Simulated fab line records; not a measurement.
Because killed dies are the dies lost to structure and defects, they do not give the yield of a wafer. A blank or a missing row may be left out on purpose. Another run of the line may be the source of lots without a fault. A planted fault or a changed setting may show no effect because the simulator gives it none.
fab line records / flow n5Finfet / part 2 of 2: steps 39 to 39 of 39
record: lots: 5 wafers: 15 lastDay: 16
route steps=1938 shown FIN_SAQP@90 BEOL_M4@1111 PASSIVATION@1936
lots with no fault: from the same line, run without faults
startH: hours from the record's first day to the start of the lot's first wafer shown / waitH: hours since the lot's step before / " repeats the value in the row above / L1.1+2: several wafers, shown together as one row / - either no value or no given start / * or withheld: withheld / < > ~ a bound
route shown NAME@n: NAME is a module with steps in the file, n the number in the route of the first one / usual: mean/standard deviation taken from wafers without a fault / same: alike in all rows / chamber/n: place in a boat / sites: the reading at each site / _std_site: standard deviation of those values / _edge_site: mean of outer sites minus mean of inner sites / radiusMm: how far each site lies from the wafer's centre / mask NAME#n: copy n / behind: the last tool/chamber to shape the wafer / hold: what put the lot on hold/how long, in hours/how the hold closed / device: whichever transistor did not switch (one of n, p or np) / end of line: the route-end tests of the same wafers / a step given without rows: its recipe and nothing more / killed: dies lost to structure and defects at the first sort, not the wafer's yield / map: a wafer's dies, x killed, . not, _ none there
set.NAME: setting as actually run; set.NAME@STEP: the setting as run at that earlier step / model.NAME: the simulator's own value behind a step, which no gauge read
certain route steps with their lots: each step a table, each wafer a row
services: a tool's chamber out of use, with start hour (startH, from the record's first day; less than 0 if before it), hours out, and reason
== steps ==
step: N5_PASSIVATION_PROBE_49
usual: defectLimitedYield: 91.1/1.3 killed_at_M0_to_M3: 34/10 killed_at_M4_up: 14/5.7 killedAtContacts: 12/5.9 killedAtFrontEnd: 41/12 killedAtOther: 4/3.1 killedDies: 105/15 killedOnRim: 14/4.2 killedOpen: 69/11 killedShort: 35/7.8 sort_bin_5_function: 5.3/0.81 sort_bin_6_memory: 3.3/0.75 sortNPass: 1075/15 sortYieldPct: 91.1/1.3
same: grossDies: 1180 killedAtBackSide: 0 sort_bin_4_leakage[%]: 0 sort_bin_8_speed[%]: 0
lot.wafer=L259.1 tool=prober-01 chamber=- startH=317.93 waitH=0.7 defectLimitedYield[%]=91.3 killed_at_M0_to_M3=26 killed_at_M4_up=15 killedAtContacts=9 killedAtFrontEnd=52 killedAtOther=1 killedDies=103 killedOnRim=6 killedOpen=70 killedShort=30 sort_bin_5_function[%]=5.4 sort_bin_6_memory[%]=3.1 sortNPass=1077 sortYieldPct[%]=91.3
lot.wafer=L259.3 tool=prober-01 chamber=- startH=318.03 waitH=0.8 defectLimitedYield[%]=91.6 killed_at_M0_to_M3=30 killed_at_M4_up=13 killedAtContacts=8 killedAtFrontEnd=45 killedAtOther=3 killedDies=99 killedOnRim=17 killedOpen=61 killedShort=36 sort_bin_5_function[%]=4.4 sort_bin_6_memory[%]=3.2 sortNPass=1081 sortYieldPct[%]=91.6
lot.wafer=L259.6 tool=prober-01 chamber=- startH=318.18 waitH=1.0 defectLimitedYield[%]=91.0 killed_at_M0_to_M3=30 killed_at_M4_up=15 killedAtContacts=22 killedAtFrontEnd=38 killedAtOther=1 killedDies=106 killedOnRim=19 killedOpen=72 killedShort=34 sort_bin_5_function[%]=5.6 sort_bin_6_memory[%]=3.1 sortNPass=1074 sortYieldPct[%]=91.0
lot.wafer=L263.1 tool=prober-01 chamber=- startH=324.50 waitH=0.0 defectLimitedYield[%]=0 killed_at_M0_to_M3=10 killed_at_M4_up=2 killedAtContacts=3 killedAtFrontEnd=1164 killedAtOther=1 killedDies=1180 killedOnRim=152 killedOpen=15 killedShort=7 sort_bin_5_function[%]=72.7 sort_bin_6_memory[%]=3.2 sortNPass=0 sortYieldPct[%]=0
lot.wafer=L263.3 tool=prober-01 chamber=- startH=324.60 waitH=0.1 defectLimitedYield[%]=0 killed_at_M0_to_M3=4 killed_at_M4_up=6 killedAtContacts=4 killedAtFrontEnd=1164 killedAtOther=2 killedDies=1180 killedOnRim=152 killedOpen=16 killedShort=5 sort_bin_5_function[%]=73.8 sort_bin_6_memory[%]=3.1 sortNPass=0 sortYieldPct[%]=0
lot.wafer=L263.4 tool=prober-01 chamber=- startH=324.65 waitH=0.2 defectLimitedYield[%]=0 killed_at_M0_to_M3=4 killed_at_M4_up=2 killedAtContacts=0 killedAtFrontEnd=1173 killedAtOther=1 killedDies=1180 killedOnRim=152 killedOpen=8 killedShort=2 sort_bin_5_function[%]=72.0 sort_bin_6_memory[%]=3.1 sortNPass=0 sortYieldPct[%]=0
lot.wafer=L262.2 tool=prober-02 chamber=- startH=329.70 waitH=0.1 defectLimitedYield[%]=0 killed_at_M0_to_M3=7 killed_at_M4_up=1 killedAtContacts=2 killedAtFrontEnd=1169 killedAtOther=1 killedDies=1180 killedOnRim=152 killedOpen=13 killedShort=5 sort_bin_5_function[%]=73.2 sort_bin_6_memory[%]=2.9 sortNPass=0 sortYieldPct[%]=0
lot.wafer=L262.3 tool=prober-02 chamber=- startH=329.75 waitH=0.1 defectLimitedYield[%]=0 killed_at_M0_to_M3=11 killed_at_M4_up=3 killedAtContacts=0 killedAtFrontEnd=1166 killedAtOther=0 killedDies=1180 killedOnRim=152 killedOpen=11 killedShort=7 sort_bin_5_function[%]=72.7 sort_bin_6_memory[%]=2.3 sortNPass=0 sortYieldPct[%]=0
lot.wafer=L262.6 tool=prober-02 chamber=- startH=329.90 waitH=0.3 defectLimitedYield[%]=0 killed_at_M0_to_M3=6 killed_at_M4_up=2 killedAtContacts=2 killedAtFrontEnd=1170 killedAtOther=0 killedDies=1180 killedOnRim=152 killedOpen=9 killedShort=5 sort_bin_5_function[%]=75.3 sort_bin_6_memory[%]=3.1 sortNPass=0 sortYieldPct[%]=0
lot.wafer=L261.2 tool=prober-01 chamber=- startH=336.55 waitH=0.1 defectLimitedYield[%]=0 killed_at_M0_to_M3=8 killed_at_M4_up=2 killedAtContacts=2 killedAtFrontEnd=1167 killedAtOther=1 killedDies=1180 killedOnRim=152 killedOpen=13 killedShort=4 sort_bin_5_function[%]=73.0 sort_bin_6_memory[%]=3.1 sortNPass=0 sortYieldPct[%]=0
lot.wafer=L261.4 tool=prober-01 chamber=- startH=336.65 waitH=0.2 defectLimitedYield[%]=0 killed_at_M0_to_M3=9 killed_at_M4_up=2 killedAtContacts=2 killedAtFrontEnd=1167 killedAtOther=0 killedDies=1180 killedOnRim=152 killedOpen=13 killedShort=5 sort_bin_5_function[%]=72.4 sort_bin_6_memory[%]=2.4 sortNPass=0 sortYieldPct[%]=0
lot.wafer=L261.6 tool=prober-01 chamber=- startH=336.75 waitH=0.3 defectLimitedYield[%]=0 killed_at_M0_to_M3=15 killed_at_M4_up=1 killedAtContacts=3 killedAtFrontEnd=1161 killedAtOther=0 killedDies=1180 killedOnRim=152 killedOpen=17 killedShort=7 sort_bin_5_function[%]=71.8 sort_bin_6_memory[%]=3.1 sortNPass=0 sortYieldPct[%]=0
lot.wafer=L275.1 tool=prober-01 chamber=- startH=391.90 waitH=0.0 defectLimitedYield[%]=89.8 killed_at_M0_to_M3=26 killed_at_M4_up=25 killedAtContacts=10 killedAtFrontEnd=47 killedAtOther=12 killedDies=120 killedOnRim=15 killedOpen=84 killedShort=34 sort_bin_5_function[%]=4.6 sort_bin_6_memory[%]=5.6 sortNPass=1060 sortYieldPct[%]=89.8
lot.wafer=L275.2 tool=prober-01 chamber=- startH=391.95 waitH=0.1 defectLimitedYield[%]=89.2 killed_at_M0_to_M3=34 killed_at_M4_up=22 killedAtContacts=25 killedAtFrontEnd=43 killedAtOther=3 killedDies=127 killedOnRim=10 killedOpen=89 killedShort=37 sort_bin_5_function[%]=6.2 sort_bin_6_memory[%]=3.9 sortNPass=1053 sortYieldPct[%]=89.2
lot.wafer=L275.6 tool=prober-01 chamber=- startH=392.15 waitH=0.3 defectLimitedYield[%]=91.2 killed_at_M0_to_M3=42 killed_at_M4_up=17 killedAtContacts=1 killedAtFrontEnd=36 killedAtOther=8 killedDies=104 killedOnRim=12 killedOpen=71 killedShort=31 sort_bin_5_function[%]=5.3 sort_bin_6_memory[%]=3.4 sortNPass=1076 sortYieldPct[%]=91.2
killed by level:class
L259.1 STI_FIN_REVEAL:geometricParticle:open=17 FIN_SAQP:geometricParticle:open=12 BEOL_M0_SAQP:geometricParticle:open=10 FIN_SAQP:geometricParticle:short=7 MOL_CONTACT_COAG:geometricParticle:open=6 BEOL_M0_SAQP:geometricParticle:short=6 BEOL_M2:geometricParticle:open=6 STI_FIN_REVEAL:geometricParticle:short=5
L259.3 FIN_SAQP:geometricParticle:short=11 STI_FIN_REVEAL:geometricParticle:open=8 FIN_SAQP:geometricParticle:open=7 MOL_CONTACT_COAG:geometricParticle:open=7 BEOL_M0_SAQP:geometricParticle:open=5 BEOL_M0_SAQP:geometricParticle:short=5 BEOL_M2:geometricParticle:open=5 BEOL_M4:geometricParticle:open=5
L259.6 MOL_CONTACT_COAG:geometricParticle:open=15 STI_FIN_REVEAL:geometricParticle:open=9 BEOL_M0_SAQP:geometricParticle:open=8 BEOL_M4:geometricParticle:open=8 FIN_SAQP:geometricParticle:open=7 MOL_CONTACT_COAG:geometricParticle:short=7 BEOL_M2:geometricParticle:open=6 STI_FIN_REVEAL:geometricParticle:short=4
L263.1 FIN_SAQP:lostPattern=1154 BEOL_M0_SAQP:geometricParticle:open=4 FIN_SAQP:areaPecvd=4 STI_FIN_REVEAL:geometricParticle:open=3 MOL_CONTACT_COAG:geometricParticle:open=3 BEOL_M0_SAQP:geometricParticle:short=3 BEOL_M3:geometricParticle:open=2 STI_FIN_REVEAL:geometricParticle:short=1
L263.3 FIN_SAQP:lostPattern=1153 FIN_SAQP:areaPecvd=4 MOL_CONTACT_COAG:geometricParticle:open=3 STI_FIN_REVEAL:geometricParticle:open=2 BEOL_M13:coatMicrobubblePrinted=2 BEOL_M4:geometricParticle:open=2 FIN_CUT:geometricParticle:short=1 DUMMY_GATE:geometricParticle:open=1
L263.4 FIN_SAQP:lostPattern=1165 FIN_SAQP:areaPecvd=5 BEOL_M0_SAQP:geometricParticle:open=3 STI_FIN_REVEAL:geometricParticle:open=1 DUMMY_GATE:geometricParticle:open=1 BEOL_M0_SAQP:geometricParticle:short=1 BEOL_M4:geometricParticle:open=1 BEOL_M5:geometricParticle:open=1
L262.2 FIN_SAQP:lostPattern=1156 FIN_SAQP:areaPecvd=5 FIN_SAQP:geometricParticle:open=4 GATE_CUT:geometricParticle:short=2 MOL_CONTACT_COAG:geometricParticle:open=2 BEOL_M2:geometricParticle:short=2 BEOL_M2:geometricParticle:open=2 DUMMY_GATE:geometricParticle:open=1
L262.3 FIN_SAQP:lostPattern=1159 BEOL_M0_SAQP:geometricParticle:short=3 BEOL_M3:geometricParticle:open=3 FIN_SAQP:areaPecvd=3 BEOL_M0_SAQP:geometricParticle:open=2 BEOL_M11:geometricParticle:open=2 FIN_SAQP:geometricParticle:open=1 FIN_SAQP:geometricParticle:short=1
L262.6 FIN_SAQP:lostPattern=1162 FIN_SAQP:areaPecvd=4 GATE_CUT:geometricParticle:short=3 BEOL_M0_SAQP:geometricParticle:open=3 MOL_CONTACT_COAG:geometricParticle:open=2 ILD0:geometricParticle:short=1 BEOL_M0_SAQP:geometricParticle:short=1 BEOL_M1:geometricParticle:open=1
L261.2 FIN_SAQP:lostPattern=1152 FIN_SAQP:areaPecvd=11 BEOL_M0_SAQP:geometricParticle:open=4 FIN_SAQP:geometricParticle:open=2 BEOL_M2:geometricParticle:open=2 STI_FIN_REVEAL:geometricParticle:open=1 GATE_CUT:geometricParticle:short=1 MOL_CONTACT_COAG:geometricParticle:open=1
L261.4 FIN_SAQP:lostPattern=1157 FIN_SAQP:areaPecvd=5 BEOL_M2:geometricParticle:short=3 STI_FIN_REVEAL:geometricParticle:open=2 DUMMY_GATE:geometricParticle:open=2 MOL_CONTACT_COAG:geometricParticle:open=2 BEOL_M0_SAQP:geometricParticle:open=2 BEOL_M0:geometricParticle:open=2
L261.6 FIN_SAQP:lostPattern=1152 BEOL_M0_SAQP:geometricParticle:open=6 FIN_SAQP:areaPecvd=4 MOL_CONTACT_COAG:geometricParticle:open=3 BEOL_M0_SAQP:geometricParticle:short=3 BEOL_M3:geometricParticle:open=3 STI_FIN_REVEAL:geometricParticle:open=2 FIN_SAQP:geometricParticle:open=1
L275.1 BEOL_M0_SAQP:geometricParticle:open=11 BEOL_M4:geometricParticle:open=10 STI_FIN_REVEAL:geometricParticle:open=9 FIN_SAQP:geometricParticle:short=6 FIN_SAQP:geometricParticle:open=6 MOL_CONTACT_COAG:geometricParticle:open=6 BEOL_M3:geometricParticle:open=6 MIM_TOP_ETCH:geometricParticle:short=6
L275.2 MOL_CONTACT_COAG:geometricParticle:open=22 BEOL_M0_SAQP:geometricParticle:short=12 BEOL_M0_SAQP:geometricParticle:open=11 FIN_SAQP:geometricParticle:open=9 STI_FIN_REVEAL:geometricParticle:open=8 BEOL_M4:geometricParticle:open=8 BEOL_M5:geometricParticle:open=5 DUMMY_GATE:geometricParticle:open=4
L275.6 BEOL_M0_SAQP:geometricParticle:short=15 STI_FIN_REVEAL:geometricParticle:open=12 BEOL_M2:geometricParticle:open=10 BEOL_M0_SAQP:geometricParticle:open=9 FIN_SAQP:geometricParticle:open=8 BEOL_M4:geometricParticle:open=7 MIM_TOP_ETCH:geometricParticle:short=4 BEOL_M5:geometricParticle:open=4
map L261.2 (x killed, . not)
_________________xxxxxxxxxxxx________________
______________xxxxxxxxxxxxxxxxxx_____________
___________xxxxxxxxxxxxxxxxxxxxxxxx__________
__________xxxxxxxxxxxxxxxxxxxxxxxxxx_________
________xxxxxxxxxxxxxxxxxxxxxxxxxxxxxx_______
_______xxxxxxxxxxxxxxxxxxxxxxxxxxxxxxxx______
______xxxxxxxxxxxxxxxxxxxxxxxxxxxxxxxxxx_____
_____xxxxxxxxxxxxxxxxxxxxxxxxxxxxxxxxxxxx____
____xxxxxxxxxxxxxxxxxxxxxxxxxxxxxxxxxxxxxx___
___xxxxxxxxxxxxxxxxxxxxxxxxxxxxxxxxxxxxxxxx__
___xxxxxxxxxxxxxxxxxxxxxxxxxxxxxxxxxxxxxxxx__
__xxxxxxxxxxxxxxxxxxxxxxxxxxxxxxxxxxxxxxxxxx_
__xxxxxxxxxxxxxxxxxxxxxxxxxxxxxxxxxxxxxxxxxx_
_xxxxxxxxxxxxxxxxxxxxxxxxxxxxxxxxxxxxxxxxxxxx
_xxxxxxxxxxxxxxxxxxxxxxxxxxxxxxxxxxxxxxxxxxxx
_xxxxxxxxxxxxxxxxxxxxxxxxxxxxxxxxxxxxxxxxxxxx
_xxxxxxxxxxxxxxxxxxxxxxxxxxxxxxxxxxxxxxxxxxxx
_xxxxxxxxxxxxxxxxxxxxxxxxxxxxxxxxxxxxxxxxxxxx
_xxxxxxxxxxxxxxxxxxxxxxxxxxxxxxxxxxxxxxxxxxxx
_xxxxxxxxxxxxxxxxxxxxxxxxxxxxxxxxxxxxxxxxxxxx
_xxxxxxxxxxxxxxxxxxxxxxxxxxxxxxxxxxxxxxxxxxxx
__xxxxxxxxxxxxxxxxxxxxxxxxxxxxxxxxxxxxxxxxxx_
__xxxxxxxxxxxxxxxxxxxxxxxxxxxxxxxxxxxxxxxxxx_
___xxxxxxxxxxxxxxxxxxxxxxxxxxxxxxxxxxxxxxxx__
___xxxxxxxxxxxxxxxxxxxxxxxxxxxxxxxxxxxxxxxx__
____xxxxxxxxxxxxxxxxxxxxxxxxxxxxxxxxxxxxxx___
_____xxxxxxxxxxxxxxxxxxxxxxxxxxxxxxxxxxxx____
______xxxxxxxxxxxxxxxxxxxxxxxxxxxxxxxxxx_____
_______xxxxxxxxxxxxxxxxxxxxxxxxxxxxxxxx______
________xxxxxxxxxxxxxxxxxxxxxxxxxxxxxx_______
__________xxxxxxxxxxxxxxxxxxxxxxxxxx_________
___________xxxxxxxxxxxxxxxxxxxxxxxx__________
______________xxxxxxxxxxxxxxxxxx_____________
_________________xxxxxxxxxxxx________________
map L262.2 (x killed, . not)
_________________xxxxxxxxxxxx________________
______________xxxxxxxxxxxxxxxxxx_____________
___________xxxxxxxxxxxxxxxxxxxxxxxx__________
__________xxxxxxxxxxxxxxxxxxxxxxxxxx_________
________xxxxxxxxxxxxxxxxxxxxxxxxxxxxxx_______
_______xxxxxxxxxxxxxxxxxxxxxxxxxxxxxxxx______
______xxxxxxxxxxxxxxxxxxxxxxxxxxxxxxxxxx_____
_____xxxxxxxxxxxxxxxxxxxxxxxxxxxxxxxxxxxx____
____xxxxxxxxxxxxxxxxxxxxxxxxxxxxxxxxxxxxxx___
___xxxxxxxxxxxxxxxxxxxxxxxxxxxxxxxxxxxxxxxx__
___xxxxxxxxxxxxxxxxxxxxxxxxxxxxxxxxxxxxxxxx__
__xxxxxxxxxxxxxxxxxxxxxxxxxxxxxxxxxxxxxxxxxx_
__xxxxxxxxxxxxxxxxxxxxxxxxxxxxxxxxxxxxxxxxxx_
_xxxxxxxxxxxxxxxxxxxxxxxxxxxxxxxxxxxxxxxxxxxx
_xxxxxxxxxxxxxxxxxxxxxxxxxxxxxxxxxxxxxxxxxxxx
_xxxxxxxxxxxxxxxxxxxxxxxxxxxxxxxxxxxxxxxxxxxx
_xxxxxxxxxxxxxxxxxxxxxxxxxxxxxxxxxxxxxxxxxxxx
_xxxxxxxxxxxxxxxxxxxxxxxxxxxxxxxxxxxxxxxxxxxx
_xxxxxxxxxxxxxxxxxxxxxxxxxxxxxxxxxxxxxxxxxxxx
_xxxxxxxxxxxxxxxxxxxxxxxxxxxxxxxxxxxxxxxxxxxx
_xxxxxxxxxxxxxxxxxxxxxxxxxxxxxxxxxxxxxxxxxxxx
__xxxxxxxxxxxxxxxxxxxxxxxxxxxxxxxxxxxxxxxxxx_
__xxxxxxxxxxxxxxxxxxxxxxxxxxxxxxxxxxxxxxxxxx_
___xxxxxxxxxxxxxxxxxxxxxxxxxxxxxxxxxxxxxxxx__
___xxxxxxxxxxxxxxxxxxxxxxxxxxxxxxxxxxxxxxxx__
____xxxxxxxxxxxxxxxxxxxxxxxxxxxxxxxxxxxxxx___
_____xxxxxxxxxxxxxxxxxxxxxxxxxxxxxxxxxxxx____
______xxxxxxxxxxxxxxxxxxxxxxxxxxxxxxxxxx_____
_______xxxxxxxxxxxxxxxxxxxxxxxxxxxxxxxx______
________xxxxxxxxxxxxxxxxxxxxxxxxxxxxxx_______
__________xxxxxxxxxxxxxxxxxxxxxxxxxx_________
___________xxxxxxxxxxxxxxxxxxxxxxxx__________
______________xxxxxxxxxxxxxxxxxx_____________
_________________xxxxxxxxxxxx________________
== services ==
tool=pecvd-04 chamber=- startH=35.59 hours=0.3 kind=repair
tool=pecvd-03 chamber=- startH=36.11 hours=0.6 kind=repair
tool=pecvd-02 chamber=2 startH=42.06 hours=5.5 kind=scheduledDown
tool=rieSi-03 chamber=- startH=43.37 hours=0.7 kind=repair
tool=rieSi-01 chamber=0 startH=43.95 hours=3.1 kind=repair
tool=pecvd-03 chamber=1 startH=54.10 hours=2.1 kind=scheduledDown
tool=rieSi-05 chamber=3 startH=63.13 hours=4.8 kind=repair
tool=rieSi-05 chamber=- startH=76.48 hours=2.8 kind=pm
tool=pecvd-03 chamber=- startH=84.18 hours=0.7 kind=repair
tool=pecvd-04 chamber=- startH=110.67 hours=40.2 kind=repair
tool=pecvd-03 chamber=- startH=113.55 hours=1.0 kind=repair
tool=pecvd-03 chamber=1 startH=117.22 hours=11.6 kind=repair
tool=rieSi-03 chamber=- startH=126.64 hours=14.6 kind=pm
tool=rieSi-05 chamber=0 startH=130.86 hours=1.6 kind=repair
tool=rieSi-05 chamber=0 startH=136.57 hours=3.3 kind=repair
tool=pecvd-03 chamber=0 startH=140.52 hours=5.5 kind=scheduledDown
tool=rieSi-05 chamber=1 startH=145.13 hours=2.4 kind=repair
tool=pecvd-02 chamber=1 startH=145.49 hours=5.5 kind=scheduledDown
== key ==
firstSign: step: N5_FIN_SAQP_PECVD_06 reading: toolRecord direction: missing
effect: step: N5_FIN_SAQP_THK_MEAS_07 reading: thkNm direction: down sigmas: 42 usual: * struck: *
effect: step: N5_FIN_SAQP_MANDREL_ETCH_22 reading: oesProductAu direction: down sigmas: 33 usual: 0.767 struck: 0.308
effect: step: N5_FIN_SAQP_CD_MEAS_27 reading: cdNm direction: missing
effect: step: N5_PASSIVATION_PROBE_49 reading: killedAtFrontEnd direction: up sigmas: 92 usual: 41 struck: 1167
modelEffect: step: N5_FIN_SAQP_MANDREL_ETCH_22 value: etch.depthNm without: 59.68 struck: 0
modelEffect: step: N5_FIN_SAQP_MANDREL1_REMOVE_56 value: FIN_SAQP.cdNm without: 20.38 struck: 35.8
modelEffect: step: N5_FIN_SAQP_MANDREL2_REMOVE_60 value: FIN_SAQP.cdNm without: 8.089 struck: 35.62
metAt N5_FIN_SAQP_PECVD_06
struckWafers L261.2,L261.4,L261.6,L262.2,L262.3,L262.6,L263.1,L263.3,L263.4
laterRowsLeftOut L261.2,L261.4,L261.6,L262.2,L262.3,L262.6,L263.1,L263.3,L263.4
onsetBetween 51.22 63.40
fault: kind: skippedStepWhole tool: pecvd-02,pecvd-04 chamber: - onsetH: 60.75 steps: N5_FIN_SAQP_PECVD_06 scope: struckLotsOnly
laterRowsLeftOut: the simulator's readings of these wafers behind a module that went badly wrong aren't trusted and aren't shown, but for the sort
